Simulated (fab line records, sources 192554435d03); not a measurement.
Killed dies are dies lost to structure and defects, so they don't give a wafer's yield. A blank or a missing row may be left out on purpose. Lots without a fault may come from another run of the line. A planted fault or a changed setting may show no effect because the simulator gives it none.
fab line records | flow n5_finfet
record lots=5 wafers=15 last_day=15
route steps=1938 shown BEOL_M0_CUTY@705 BEOL_M0@715
lots that met no fault: from a run of the same line without faults
start_h: hours from the record's first day to the start of the lot's first wafer shown | wait_h: hours since the lot's step before | " the same as in the row above | L1.1+2: a row that stands for several wafers | - no value, or no start given | * or withheld: withheld | < > ~ a bound
route shown NAME@n: a module of which the file shows steps, and the number in the route of the first | usual: mean/standard deviation of fault-free wafers | same: alike in all rows | chamber/n: place in a boat | sites: the reading at each site | _std_site: their standard deviation | _edge_site: outer sites' mean less inner sites' | radius_mm: how far each site lies from the wafer's centre | mask NAME#n: copy n | behind: the tool/chamber that last shaped the wafer | hold: why the lot was held/for how many hours/how that ended | device: the transistor (n, p or np) that didn't switch | end of line: the same wafers' tests at the end of the route | a step without rows: its recipe alone | killed: dies lost to structure and defects at the first sort, not the wafer's yield | map: a wafer's dies, x killed, . not, _ none there
set.NAME: the setting as run; set.NAME@STEP: as run at that earlier step | model.NAME: the simulator's own value behind a step, which no gauge read
lots at some steps of the route; a table a step, a row a wafer
services: from which hour (start_h, from the record's first day; less than 0 if before it) a tool's chamber was out of use, for how many hours, and why
## steps
# step N5_BEOL_M0_CUTY_EXPOSE_54
# recipe mask_id=M0_ABLK na=1.35 source_shape=conventional sigma_outer=0.8 polarization=unpolarized dose_mj=36
# usual reticle_temp_C=23.02/0.093
# columns lot.wafer tool chamber start_h wait_h mask reticle_temp_C
L076.2 arfi_scanner-02 0 131.81 - M0_ABLK#0 23.08
L076.4 " 0 " " M0_ABLK#0 23.14
L076.5 " 0 " " M0_ABLK#0 22.96
L078.1 arfi_scanner-01 0 144.18 - M0_ABLK#0 23.11
L078.3 " 0 " " M0_ABLK#0 23.14
L078.6 " 0 " " M0_ABLK#0 23.06
L080.3 arfi_scanner-01 0 149.49 - M0_ABLK#0 22.85
L080.4 " 0 " " M0_ABLK#0 22.78
L080.5 " 0 " " M0_ABLK#0 23.04
L082.1 arfi_scanner-01 0 169.50 - M0_ABLK#0 23.14
L082.3 " 0 " " M0_ABLK#0 23.16
L082.5 " 0 " " M0_ABLK#0 23.03
L085.1 arfi_scanner-02 0 187.74 - M0_ABLK#0 23.05
L085.2 " 0 " " M0_ABLK#0 22.95
L085.4 " 0 " " M0_ABLK#0 23.06
# step N5_BEOL_M0_CUTY_PEB_55
# recipe peb_temp_c=110 peb_time_s=60 resist=CAR-ArF-block
# usual chill_plate_temp_C=23.01/0.1
# columns lot.wafer tool chamber start_h wait_h chill_plate_temp_C
L076.2 litho_track-01 0 131.86 0.0 22.95
L076.4 " 0 " " 23.14
L076.5 " 0 " " 22.99
L078.1 litho_track-01 0 144.24 0.1 23.08
L078.3 " 0 " " 23.00
L078.6 " 0 " " 23.12
L080.3 litho_track-03 0 149.54 0.0 23.00
L080.4 " 0 " " 22.91
L080.5 " 0 " " 22.98
L082.1 litho_track-05 0 169.56 0.1 22.93
L082.3 " 0 " " 22.96
L082.5 " 0 " " 22.92
L085.1 litho_track-03 0 187.80 0.1 22.91
L085.2 " 0 " " 22.87
L085.4 " 0 " " 22.98
# step N5_BEOL_M0_CUTY_DEVELOP_56
# recipe develop_time_s=30 developer=TMAH resist=CAR-ArF-block rinse_liquid=diw dry=air_spin dev_temp_c=23
# usual chill_plate_temp_C=23.01/0.088
# columns lot.wafer tool chamber start_h wait_h chill_plate_temp_C
L076.2 litho_track-01 0 - - 23.04
L076.4 " 0 " " 23.01
L076.5 " 0 " " 22.91
L078.1 litho_track-01 0 - - 23.02
L078.3 " 0 " " 23.08
L078.6 " 0 " " 23.12
L080.3 litho_track-03 0 - - 23.00
L080.4 " 0 " " 23.05
L080.5 " 0 " " 22.94
L082.1 litho_track-05 0 - - 22.94
L082.3 " 0 " " 22.93
L082.5 " 0 " " 22.84
L085.1 litho_track-03 0 - - 23.08
L085.2 " 0 " " 22.98
L085.4 " 0 " " 23.15
# step N5_BEOL_M0_CUTY_CD_MEAS_57
# recipe target_cd_nm=200 landing_energy_ev=500 detector=se_inlens polarity=line
# usual cd_nm=199.7/1.1
# columns lot.wafer tool chamber start_h wait_h cd_nm
L076.2 cd_sem-02 0 131.93 - 200.5
L076.4 " 0 " " 198.7
L076.5 " 0 " " 198.0
L078.1 cd_sem-03 0 144.31 - 200.3
L078.3 " 0 " " 200.4
L078.6 " 0 " " 197.6
L080.3 cd_sem-03 0 149.61 - 200.6
L080.4 " 0 " " 201.2
L080.5 " 0 " " 199.1
L082.1 cd_sem-02 0 169.62 - 197.7
L082.3 " 0 " " 199.1
L082.5 " 0 " " 198.3
L085.1 cd_sem-02 0 187.87 - 199.9
L085.2 " 0 " " 197.7
L085.4 " 0 " " 197.4
# step N5_BEOL_M0_CUTY_OVL_MEAS_58
# recipe points_per_wafer=44
# usual M0_ABLK_OVL=0.1/0.95
# columns lot.wafer tool chamber start_h wait_h M0_ABLK_OVL[nm]
L076.2 overlay-01 0 131.96 0.0 1.3
L076.4 " 0 " " 0.4
L076.5 " 0 " " 0.5
L078.1 overlay-01 0 144.34 0.0 0.9
L078.3 " 0 " " 0.2
L078.6 " 0 " " -0.1
L080.3 overlay-01 0 149.63 0.0 0.3
L080.4 " 0 " " -0.4
L080.5 " 0 " " 0.1
L082.1 overlay-02 0 169.65 0.0 0.6
L082.3 " 0 " " 1.2
L082.5 " 0 " " 1.4
L085.1 overlay-01 0 187.90 0.0 1.4
L085.2 " 0 " " 1.2
L085.4 " 0 " " 1.1
# step N5_BEOL_M0_CUTY_INSPECT_59
# recipe mode=adi inspect_instrument=macro
# usual raw_defect_count=2.1/1.3
# columns lot.wafer tool chamber start_h wait_h raw_defect_count
L076.2 defect_inspect-02 - 131.99 0.0 0
L076.4 " - " " 0
L076.5 " - " " 1
L078.1 defect_inspect-02 - 144.36 0.0 2
L078.3 " - " " 1
L078.6 " - " " 2
L080.3 defect_inspect-01 - 149.66 0.0 3
L080.4 " - " " 4
L080.5 " - " " 1
L082.1 defect_inspect-02 - 169.68 0.0 2
L082.3 " - " " 4
L082.5 " - " " 3
L085.1 defect_inspect-02 - 187.92 0.0 0
L085.2 " - " " 2
L085.4 " - " " 2
# step N5_BEOL_M0_CUTY_DESCUM_61
# recipe chemistry=O2 time_s=7.9 source_power_w=50 bias_power_w=20 pressure_mtorr=20 rf_frequency_hz=2.712e+07 temp_c=40 resist=CAR-ArF-block o2_flow_sccm=225
# usual drypump_motor_current_A=5.7/0.32 o2_flow_sccm=225.1/0.62 oes_product_au=0.81/0.087 rf_vpp_V=243.2/1.4 showerhead_plenum_p_Torr=2.09/0.079 throttle_valve_pct=20.44/0.19
# columns lot.wafer tool chamber start_h wait_h drypump_motor_current_A o2_flow_sccm oes_product_au rf_hours_counter_h rf_vpp_V showerhead_plenum_p_Torr throttle_valve_pct
L076.2 rie_diel-03 3 132.05 0.1 5.6 224.3 0.88 44 243.9 2.13 20.27
L076.4 " 2 " " 5.7 225.9 0.76 155 242.2 2.00 20.35
L076.5 " 3 " " 5.6 225.9 0.87 - 243.8 2.13 20.27
L078.1 rie_diel-03 1 144.52 0.2 5.4 224.8 0.73 199 241.6 1.98 20.57
L078.3 " 3 " " 5.6 225.1 0.87 49 242.7 2.12 20.28
L078.6 " 2 " " 5.7 224.8 0.76 - 241.1 2.00 20.35
L080.3 rie_diel-01 1 149.84 0.2 5.9 224.2 0.81 93 244.8 2.23 20.40
L080.4 " 0 " " 6.2 225.3 0.80 - 243.7 2.09 20.37
L080.5 " 3 " " 5.1 225.2 0.64 - 240.6 1.96 20.60
L082.1 rie_diel-03 0 169.85 0.2 5.5 224.4 0.70 192 244.1 2.16 20.84
L082.3 " 3 " " 5.6 225.5 0.84 61 243.4 2.12 20.29
L082.5 " 0 " " 5.6 224.0 0.71 - 243.0 2.16 20.83
L085.1 rie_diel-01 2 189.65 1.7 6.2 225.1 0.94 21 242.9 2.12 20.27
L085.2 " 1 " " 5.9 225.6 0.78 116 243.6 2.22 20.47
L085.4 " 3 " " 5.1 224.7 0.95 4 246.1 2.23 20.11
# step N5_BEOL_M0_CUTY_ETCH_62
# recipe chemistry=CF4 target=SiARC mask_material=CAR-ArF-block time_s=58.5 ion_energy_ev=80 pressure_mtorr=40 source_w=545 bias_w=36 Ar_flow_sccm=100 cf4_flow_sccm=100 ends=cleared
# usual drypump_motor_current_A=5.7/0.32 etch_rf_on_time_s=56.6/1.6 oes_product_au=0.70/0.077 rf_vpp_V=184.1/1.2 showerhead_plenum_p_Torr=2.15/0.068 throttle_valve_pct=15.66/0.22
# columns lot.wafer tool chamber start_h wait_h drypump_motor_current_A etch_rf_on_time_s oes_product_au rf_hours_counter_h rf_vpp_V showerhead_plenum_p_Torr throttle_valve_pct
L076.2 rie_diel-03 3 132.09 0.0 5.6 54.6 0.76 44 184.7 2.18 15.42
L076.4 " 2 " " 5.7 58.0 0.65 155 182.9 2.07 15.62
L076.5 " 3 " " 5.6 54.6 0.76 - 183.7 2.19 15.45
L078.1 rie_diel-03 1 144.55 0.0 5.4 56.0 0.62 199 182.5 2.05 15.89
L078.3 " 3 " " 5.6 54.7 0.75 49 186.0 2.18 15.43
L078.6 " 2 " " 5.7 57.7 0.64 - 183.7 2.06 15.62
L080.3 rie_diel-01 1 149.87 0.0 5.9 59.5 0.68 93 186.0 2.23 15.35
L080.4 " 0 " " 6.2 56.0 0.70 - 183.8 2.17 15.77
L080.5 " 3 " " 5.1 59.0 0.57 - 181.6 2.02 15.82
L082.1 rie_diel-03 0 169.89 0.0 5.5 56.3 0.61 192 183.5 2.20 15.99
L082.3 " 3 " " 5.6 55.4 0.73 61 183.8 2.18 15.46
L082.5 " 0 " " 5.5 56.4 0.61 - 185.8 2.20 16.01
L085.1 rie_diel-01 2 189.68 0.0 6.2 55.8 0.82 21 185.0 2.20 15.54
L085.2 " 1 " " 5.9 59.9 0.66 116 185.1 2.22 15.40
L085.4 " 3 " " 5.1 57.1 0.83 4 185.9 2.27 15.28
# step N5_BEOL_M0_CUTY_ETCH_63
# recipe chemistry=N2/H2 target=SOC target_depth_a=827 overetch_a=165 mask_material=SiARC temp_c=40 ion_energy_ev=200 time_s=124 pressure_mtorr=30 source_w=840 bias_w=150 n2_flow_sccm=200 h2_flow_sccm=200
# usual drypump_motor_current_A=5.7/0.32 oes_product_au=0.66/0.068 rf_vpp_V=524.2/2.7 showerhead_plenum_p_Torr=2.54/0.091 throttle_valve_pct=17.82/0.23
# columns lot.wafer tool chamber start_h wait_h drypump_motor_current_A oes_product_au rf_hours_counter_h rf_vpp_V showerhead_plenum_p_Torr throttle_valve_pct
L076.2 rie_diel-03 3 132.13 0.0 5.7 0.70 44 524.2 2.59 17.59
L076.4 " 2 " " 5.7 0.62 155 520.2 2.44 17.90
L076.5 " 3 " " 5.6 0.71 - 523.3 2.58 17.62
L078.1 rie_diel-03 2 144.60 0.0 5.7 0.61 160 520.4 2.44 17.89
L078.3 " 0 " " 5.5 0.59 178 526.1 2.62 18.16
L078.6 " 0 " " 5.6 0.59 - 527.7 2.62 18.16
L080.3 rie_diel-01 1 149.92 0.0 5.9 0.67 93 528.1 2.67 17.58
L080.4 " 0 " " 6.2 0.66 - 525.3 2.54 17.76
L080.5 " 3 " " 5.1 0.54 - 521.1 2.39 18.01
L082.1 rie_diel-03 0 169.93 0.0 5.5 0.57 192 526.5 2.62 18.19
L082.3 " 3 " " 5.6 0.70 61 525.3 2.58 17.64
L082.5 " 0 " " 5.5 0.58 - 525.2 2.62 18.17
L085.1 rie_diel-01 2 189.73 0.0 6.2 0.76 21 525.8 2.58 17.68
L085.2 " 1 " " 5.9 0.64 116 527.3 2.66 17.63
L085.4 " 3 " " 5.1 0.79 4 528.5 2.71 17.52
# step N5_BEOL_M0_CUTY_STRIP_64
# recipe chemistry=N2/H2 temp_c=40 n2_flow_sccm=200 h2_flow_sccm=200 rf_frequency_hz=6e+07
# columns lot.wafer tool chamber start_h wait_h
L076.2+4+5 rie_diel-03 3,2,3 132.25 0.1
L078.1+3+6 rie_diel-03 0,1,1 144.71 0.1
L080.3+4+5 rie_diel-01 1,0,3 150.03 0.1
L082.1+3+5 rie_diel-03 0,3,0 170.05 0.1
L085.1+2+4 rie_diel-01 2,1,3 189.84 0.1
# step N5_BEOL_M0_ETCH_138
# recipe chemistry=CH3F/O2 target_depth_a=120 target=SiCN time_s=31.6 ion_energy_ev=120 pressure_mtorr=30 source_w=395 bias_w=75 Ar_flow_sccm=150 CH3F_flow_sccm=30 O2_flow_sccm=20 ends=cleared
# usual drypump_motor_current_A=5.7/0.32 etch_rf_on_time_s=28.9/1 oes_product_au=0.70/0.076 rf_vpp_V=297.5/1.7 showerhead_plenum_p_Torr=2.01/0.07 throttle_valve_pct=16.38/0.2
# columns lot.wafer tool chamber start_h wait_h drypump_motor_current_A etch_rf_on_time_s oes_product_au rf_hours_counter_h rf_vpp_V showerhead_plenum_p_Torr throttle_valve_pct
L076.2 rie_diel-03 3 132.26 0.0 5.6 27.6 0.75 44 297.9 2.05 16.19
L076.4 " 2 " " 5.7 28.8 0.64 155 295.5 1.92 16.30
L076.5 " 3 " " 5.6 29.1 0.75 - 297.8 2.05 16.18
L078.1 rie_diel-03 0 144.72 0.0 5.5 27.0 0.62 178 299.0 2.06 16.67
L078.3 " 1 " " 5.4 27.9 0.62 199 294.4 1.91 16.58
L078.6 " 1 " " 5.4 29.3 0.61 - 295.3 1.91 16.59
L080.3 rie_diel-01 1 150.04 0.0 5.9 30.5 0.69 93 299.7 2.10 16.13
L080.4 " 0 " " 6.2 30.4 0.69 - 298.3 2.03 16.46
L080.5 " 3 " " 5.2 30.1 0.55 - 293.9 1.88 16.53
L082.1 rie_diel-03 0 170.06 0.0 5.5 27.9 0.61 192 299.1 2.06 16.70
L082.3 " 3 " " 5.6 27.1 0.73 61 296.6 2.04 16.25
L082.5 " 0 " " 5.5 28.6 0.61 - 300.5 2.06 16.70
L085.1 rie_diel-01 2 189.85 0.0 6.2 27.7 0.81 21 297.5 2.07 16.36
L085.2 " 1 " " 5.9 29.8 0.67 116 297.5 2.09 16.19
L085.4 " 3 " " 5.1 29.4 0.83 5 300.8 2.13 16.00
# step N5_BEOL_M0_HM_OPEN_105
# recipe chemistry=Cl2/BCl3 target_depth_a=120 target=TiN ion_energy_ev=150 pressure_mtorr=10 icp_w=1000 bias_w=126 Cl2_flow_sccm=53.25 bcl3_flow_sccm=21.75 Ar_flow_sccm=25
# usual drypump_motor_current_A=5.6/0.44 oes_product_au=0.78/0.12 throttle_valve_pct=21.88/0.27
# columns lot.wafer tool chamber start_h wait_h drypump_motor_current_A oes_product_au rf_hours_counter_h throttle_valve_pct
L076.2 rie_metal-01 0 132.36 0.1 6.4 0.59 139 21.99
L076.4 " 0 " " 6.4 0.58 - 22.02
L076.5 " 0 " " 6.4 0.58 - 22.02
L078.1 rie_metal-02 0 147.84 3.1 5.8 0.63 104 22.30
L078.3 " 1 " " 5.4 0.94 - 21.62
L078.6 " 1 " " 5.4 0.94 - 21.60
L080.3 rie_metal-02 0 151.34 1.3 5.7 0.63 - 22.32
L080.4 " 1 " " 5.4 0.94 - 21.62
L080.5 " 0 " " 5.7 0.63 - 22.31
L082.1 rie_metal-02 1 170.17 0.1 5.4 0.93 12 21.62
L082.3 " 0 " " 5.7 0.64 - 22.30
L082.5 " 0 " " 5.7 0.63 - 22.30
L085.1 rie_metal-01 1 193.03 3.1 5.9 0.84 26 21.94
L085.2 " 1 " " 5.9 0.83 - 21.94
L085.4 " 1 " " 5.9 0.83 - 21.96
# step N5_BEOL_M0_STRIP_140
# recipe chemistry=CF4 resist=SiARC power_w=300 bias_power_w=75 pressure_mtorr=50 cf4_flow_sccm=150 rf_frequency_hz=6e+07
# usual drypump_motor_current_A=5.7/0.32 oes_product_au=0.77/0.079 rf_vpp_V=271.0/1.7 showerhead_plenum_p_Torr=1.79/0.057 throttle_valve_pct=13.66/0.24
# columns lot.wafer tool chamber start_h wait_h drypump_motor_current_A oes_product_au rf_hours_counter_h rf_vpp_V showerhead_plenum_p_Torr throttle_valve_pct
L076.2 rie_diel-01 0 132.62 0.2 6.2 0.80 99 271.9 1.82 13.68
L076.4 " 3 " " 5.1 0.66 243 270.1 1.69 13.78
L076.5 " 1 " " 5.9 0.81 - 274.5 1.86 13.27
L078.1 rie_diel-01 0 148.02 0.1 6.2 0.80 106 271.8 1.82 13.72
L078.3 " 3 " " 5.1 0.66 250 269.2 1.69 13.80
L078.6 " 0 " " 6.2 0.79 - 271.2 1.82 13.72
L080.3 rie_diel-01 3 151.53 0.1 5.1 0.66 253 268.6 1.69 13.80
L080.4 " 0 " " 6.2 0.79 - 271.6 1.82 13.73
L080.5 " 3 " " 5.1 0.65 - 268.2 1.69 13.82
L082.1 rie_diel-03 1 170.50 0.3 5.4 0.70 213 270.0 1.71 13.89
L082.3 " 0 " " 5.6 0.69 193 272.7 1.85 14.02
L082.5 " 1 " " 5.4 0.70 - 270.6 1.71 13.88
L085.1 rie_diel-03 2 193.40 0.3 5.7 0.73 173 268.4 1.73 13.63
L085.2 " 1 " " 5.4 0.70 221 269.3 1.71 13.88
L085.4 " 0 " " 5.6 0.69 201 270.6 1.85 14.02
# step N5_BEOL_M0_STRIP_104
# recipe chemistry=N2/H2 power_w=450 temp_c=40 pressure_mtorr=20 rf_frequency_hz=6e+07 overash_fraction=0.3 bias_power_w=7 h2_frac=0.5 n2_flow_sccm=200 h2_flow_sccm=200
# usual drypump_motor_current_A=5.7/0.32 oes_product_au=0.79/0.084 rf_vpp_V=59.3/1.7 showerhead_plenum_p_Torr=2.52/0.094 throttle_valve_pct=23.6/0.33
# columns lot.wafer tool chamber start_h wait_h drypump_motor_current_A oes_product_au rf_hours_counter_h rf_vpp_V showerhead_plenum_p_Torr throttle_valve_pct
L076.2 rie_diel-01 0 132.64 0.0 6.2 0.80 99 60.7 2.54 23.5
L076.4 " 3 " " 5.2 0.65 243 61.1 2.39 23.8
L076.5 " 1 " " 5.9 0.83 - 62.0 2.67 23.3
L078.1 rie_diel-01 0 148.04 0.0 6.2 0.78 106 61.0 2.54 23.5
L078.3 " 3 " " 5.1 0.64 250 59.5 2.39 23.8
L078.6 " 0 " " 6.2 0.80 - 60.2 2.54 23.5
L080.3 rie_diel-01 3 151.55 0.0 5.2 0.64 253 56.0 2.38 23.8
L080.4 " 0 " " 6.2 0.80 - 60.7 2.54 23.5
L080.5 " 3 " " 5.1 0.64 - 57.3 2.39 23.8
L082.1 rie_diel-03 1 170.52 0.0 5.4 0.71 213 59.1 2.37 23.4
L082.3 " 0 " " 5.5 0.72 193 63.1 2.61 23.9
L082.5 " 1 " " 5.4 0.72 - 58.8 2.37 23.5
L085.1 rie_diel-03 2 193.42 0.0 5.8 0.74 173 60.0 2.43 23.8
L085.2 " 1 " " 5.4 0.70 221 60.2 2.37 23.5
L085.4 " 0 " " 5.5 0.70 201 60.2 2.61 23.9
# step N5_BEOL_M0_WET_ETCH_106
# recipe chemistry=DHF dilution=10:1 temp_c=25 target=SiO2 target_depth_a=1300 dry=ipa_marangoni rinse_time_s=30 rinse_temp_c=23
# columns lot.wafer tool chamber start_h wait_h
L076.2+4+5 wet_bench-03 1,5,7 132.71 -
L078.1+3+6 wet_bench-05 1,6,7 148.11 -
L080.3+4+5 wet_bench-05 3,2,5 151.62 -
L082.1+3+5 wet_bench-01 6,4,0 170.59 -
L085.1+2+4 wet_bench-01 5,2,3 193.48 -
# step N5_BEOL_M0_ETCH_128
# recipe chemistry=CF4/N2 target_depth_a=120 overetch_a=51 target=SiCN time_s=21.4 ion_energy_ev=150 pressure_mtorr=40 source_w=430 bias_w=70 Ar_flow_sccm=100 cf4_flow_sccm=60 n2_flow_sccm=60
# usual drypump_motor_current_A=5.7/0.31 oes_product_au=0.55/0.057 rf_vpp_V=382.4/2.2 showerhead_plenum_p_Torr=2.21/0.073 throttle_valve_pct=15.50/0.22
# columns lot.wafer tool chamber start_h wait_h drypump_motor_current_A oes_product_au rf_hours_counter_h rf_vpp_V showerhead_plenum_p_Torr throttle_valve_pct
L076.2 rie_diel-05 3 132.93 0.2 5.3 0.66 1 381.1 2.16 15.53
L076.4 " 1 " " 5.9 0.61 38 383.0 2.27 15.16
L076.5 " 1 " " 5.8 0.62 - 383.6 2.27 15.18
L078.1 rie_diel-03 3 148.87 0.7 5.6 0.56 51 383.1 2.25 15.25
L078.3 " 0 " " 5.5 0.48 180 384.7 2.27 15.81
L078.6 " 1 " " 5.4 0.49 - 379.0 2.10 15.68
L080.3 rie_diel-03 1 152.85 1.2 5.4 0.49 203 378.6 2.10 15.68
L080.4 " 1 " " 5.4 0.50 - 378.8 2.10 15.68
L080.5 " 0 " " 5.5 0.49 - 385.2 2.27 15.81
L082.1 rie_diel-05 2 170.94 0.3 5.8 0.63 20 380.8 2.18 15.66
L082.3 " 1 " " 5.8 0.57 46 382.0 2.27 15.19
L082.5 " 1 " " 5.8 0.61 - 383.8 2.27 15.19
L085.1 rie_diel-03 3 194.34 0.8 5.6 0.57 70 383.5 2.24 15.27
L085.2 " 2 " " 5.7 0.51 173 378.8 2.12 15.46
L085.4 " 1 " " 5.3 0.48 222 378.6 2.09 15.73
# step N5_BEOL_M0_TRENCH_ETCH_107
# recipe chemistry=C4F6/O2 target_depth_a=328 target=SiOC time_s=16.4 ion_energy_ev=250 pressure_mtorr=30 source_w=355 bias_w=185 Ar_flow_sccm=300 C4F6_flow_sccm=10 O2_flow_sccm=10
# usual drypump_motor_current_A=5.7/0.31 oes_product_au=0.80/0.089 rf_vpp_V=664/12 showerhead_plenum_p_Torr=2.86/0.096 throttle_valve_pct=20.98/0.2
# columns lot.wafer tool chamber start_h wait_h drypump_motor_current_A oes_product_au rf_hours_counter_h rf_vpp_V showerhead_plenum_p_Torr throttle_valve_pct
L076.2 rie_diel-05 3 132.98 0.0 5.3 1.01 1 663 2.77 20.95
L076.4 " 1 " " 5.8 0.90 38 662 2.93 20.70
L076.5 " 1 " " 5.8 0.90 - 661 2.93 20.71
L078.1 rie_diel-03 3 148.91 0.0 5.6 0.87 51 653 2.91 20.86
L078.3 " 0 " " 5.5 0.72 180 679 2.93 21.20
L078.6 " 1 " " 5.4 0.74 - 670 2.72 21.15
L080.3 rie_diel-03 1 152.89 0.0 5.4 0.74 203 669 2.72 21.18
L080.4 " 1 " " 5.4 0.73 - 670 2.72 21.14
L080.5 " 0 " " 5.6 0.72 - 682 2.93 21.19
L082.1 rie_diel-05 2 170.98 0.0 5.9 0.94 20 667 2.79 21.11
L082.3 " 1 " " 5.8 0.89 46 661 2.93 20.71
L082.5 " 1 " " 5.8 0.88 - 662 2.93 20.72
L085.1 rie_diel-03 3 194.38 0.0 5.6 0.85 70 653 2.91 20.89
L085.2 " 2 " " 5.7 0.76 173 646 2.74 20.89
L085.4 " 1 " " 5.4 0.71 222 670 2.71 21.17
# step N5_BEOL_M0_STRIP_142
# recipe chemistry=N2/H2 time_s=10 power_w=450 temp_c=40 pressure_mtorr=20 rf_frequency_hz=6e+07 bias_power_w=7 n2_flow_sccm=200 h2_flow_sccm=200
# usual drypump_motor_current_A=5.7/0.31 oes_product_au=0.80/0.087 rf_vpp_V=59.2/0.76 showerhead_plenum_p_Torr=2.53/0.092 throttle_valve_pct=23.6/0.32
# columns lot.wafer tool chamber start_h wait_h drypump_motor_current_A oes_product_au rf_hours_counter_h rf_vpp_V showerhead_plenum_p_Torr throttle_valve_pct
L076.2 rie_diel-05 3 133.00 0.0 5.3 0.98 1 59.0 2.48 23.8
L076.4 " 1 " " 5.9 0.91 38 58.9 2.57 23.0
L076.5 " 1 " " 5.8 0.90 - 60.8 2.57 23.0
L078.1 rie_diel-03 3 148.93 0.0 5.6 0.85 51 60.0 2.58 23.5
L078.3 " 0 " " 5.6 0.71 180 58.7 2.62 23.9
L078.6 " 1 " " 5.4 0.72 - 59.5 2.38 23.4
L080.3 rie_diel-03 1 152.92 0.0 5.4 0.73 203 58.5 2.38 23.5
L080.4 " 1 " " 5.4 0.72 - 59.0 2.38 23.5
L080.5 " 0 " " 5.5 0.71 - 58.0 2.62 23.9
L082.1 rie_diel-05 2 171.01 0.0 5.9 0.93 20 58.2 2.51 24.4
L082.3 " 1 " " 5.8 0.89 46 60.2 2.57 23.0
L082.5 " 1 " " 5.9 0.89 - 58.1 2.57 23.0
L085.1 rie_diel-03 3 194.41 0.0 5.6 0.84 70 59.4 2.57 23.5
L085.2 " 2 " " 5.7 0.75 173 58.8 2.43 23.8
L085.4 " 1 " " 5.4 0.71 222 59.7 2.37 23.5
# step N5_BEOL_M0_OCD_MEAS_108
# usual trench_depth_nm=33.5/0.73
# columns lot.wafer tool chamber start_h wait_h trench_depth_nm
L076.2 ocd-01 - 133.08 0.1 34.5
L076.4 " - " " 34.2
L076.5 " - " " 33.8
L078.1 ocd-01 - 149.01 0.1 34.2
L078.3 " - " " 33.7
L078.6 " - " " 33.9
L080.3 ocd-02 - 153.00 0.1 34.8
L080.4 " - " " 33.9
L080.5 " - " " 34.0
L082.1 ocd-01 - 171.09 0.1 34.0
L082.3 " - " " 33.8
L082.5 " - " " 33.4
L085.1 ocd-01 - 194.49 0.1 34.5
L085.2 " - " " 34.4
L085.4 " - " " 33.2
# step N5_BEOL_M0_HM_STRIP_129
# recipe chemistry=peroxide_tin_strip material=TiN target_depth_a=170 temp_c=50 time_s=108
# columns lot.wafer tool chamber start_h wait_h
L076.2+4+5 wet_bench-03 1,5,0 133.11 0.0
L078.1+3+6 wet_bench-03 1,7,2 149.04 0.0
L080.3+4+5 wet_bench-05 1,2,0 153.03 0.0
L082.1+3+5 wet_bench-05 5,1,4 171.12 0.0
L085.1+2+4 wet_bench-03 3,0,2 194.52 0.0
# step N5_BEOL_M0_SRD_130
# recipe time_s=30 temp_c=23 rinse_liquid=diw dry=ipa_marangoni
# columns lot.wafer tool chamber start_h wait_h
L076.2+4+5 wet_bench-03 1,5,0 133.14 0.0
L078.1+3+6 wet_bench-03 1,7,2 149.11 0.0
L080.3+4+5 wet_bench-05 1,2,0 153.06 0.0
L082.1+3+5 wet_bench-05 5,1,4 171.15 0.0
L085.1+2+4 wet_bench-03 3,0,2 194.55 0.0
# step N5_BEOL_M0_ETCH_109
# recipe chemistry=CH3F/O2 target_depth_a=80 overetch_a=24 target=SiCN time_s=27.4 ion_energy_ev=120 pressure_mtorr=30 source_w=395 bias_w=75 Ar_flow_sccm=150 CH3F_flow_sccm=30 O2_flow_sccm=20
# usual drypump_motor_current_A=5.8/0.35 oes_product_au=0.68/0.071 rf_vpp_V=297.6/1.5 showerhead_plenum_p_Torr=2.01/0.073 throttle_valve_pct=16.38/0.2
# columns lot.wafer tool chamber start_h wait_h drypump_motor_current_A oes_product_au rf_hours_counter_h rf_vpp_V showerhead_plenum_p_Torr throttle_valve_pct
L076.2 rie_diel-01 2 133.20 0.0 6.2 0.60 250 299.6 2.07 16.72
L076.4 " 1 " " 5.9 0.70 85 299.9 2.10 16.12
L076.5 " 3 " " 5.1 0.58 - 296.4 1.88 16.51
L078.1 rie_diel-01 3 149.76 0.6 5.1 0.56 251 295.5 1.88 16.51
L078.3 " 1 " " 5.9 0.68 93 299.4 2.10 16.13
L078.6 " 0 " " 6.2 0.68 - 297.7 2.03 16.46
L080.3 rie_diel-01 0 155.15 2.1 6.2 0.68 111 299.4 2.03 16.48
L080.4 " 1 " " 5.9 0.68 - 299.6 2.10 16.14
L080.5 " 2 " " 6.1 0.85 - 297.2 2.07 16.31
L082.1 rie_diel-03 3 171.20 0.0 5.7 0.70 62 297.2 2.04 16.23
L082.3 " 1 " " 5.4 0.59 213 295.7 1.90 16.60
L082.5 " 3 " " 5.7 0.71 - 297.3 2.04 16.24
L085.1 rie_diel-01 1 195.12 0.6 5.9 0.65 119 300.3 2.09 16.18
L085.2 " 0 " " 6.2 0.66 133 297.9 2.02 16.51
L085.4 " 2 " " 6.2 0.78 23 297.3 2.07 16.35
# step N5_BEOL_M0_STRIP_139
# recipe chemistry=post_etch_residue_remover time_s=60 temp_c=25 remover_ph=withheld remover_water_wt_pct=withheld remover_fluoride_wt_pct=withheld
# columns lot.wafer tool chamber start_h wait_h
L076.2+4+5 wet_bench-01 4,5,3 133.31 0.1
L078.1+3+6 wet_bench-05 2,0,3 149.92 0.1
L080.3+4+5 wet_bench-01 2,7,3 155.25 0.1
L082.1+3+5 wet_bench-05 1,5,7 171.30 0.1
L085.1+2+4 wet_bench-01 0,2,5 195.22 0.1
## services
# columns tool chamber start_h hours kind
rie_diel-05 3 109.75 - clean
arfi_scanner-01 - 123.79 1.3 pm
rie_metal-01 - 128.06 0.1 repair
rie_diel-01 2 134.57 - clean
rie_diel-01 2 134.57 - consumable_replace:esc
rie_diel-01 2 134.57 - consumable_replace:focus_ring
rie_diel-01 2 134.57 18.7 scheduled_down
rie_diel-01 2 134.57 18.7 vent_cycle
arfi_scanner-01 - 137.52 3.1 pm
rie_diel-01 - 141.22 1.0 repair
rie_diel-05 - 143.37 14.6 pm
arfi_scanner-02 - 144.56 1.3 pm
arfi_scanner-02 - 148.11 2.1 repair
rie_diel-03 3 149.91 2.5 repair
arfi_scanner-01 - 151.51 0.8 pm
rie_diel-01 3 153.44 - clean
rie_diel-01 3 153.44 - consumable_replace:focus_ring
rie_diel-01 3 153.44 - consumable_replace:showerhead
rie_diel-01 3 153.44 27.5 scheduled_down
rie_diel-01 3 153.44 27.5 vent_cycle
arfi_scanner-01 - 173.36 1.0 pm
rie_diel-05 - 180.40 15.6 pm
arfi_scanner-02 - 183.21 0.8 pm
arfi_scanner-01 - 183.46 5.6 repair
## key
fault none
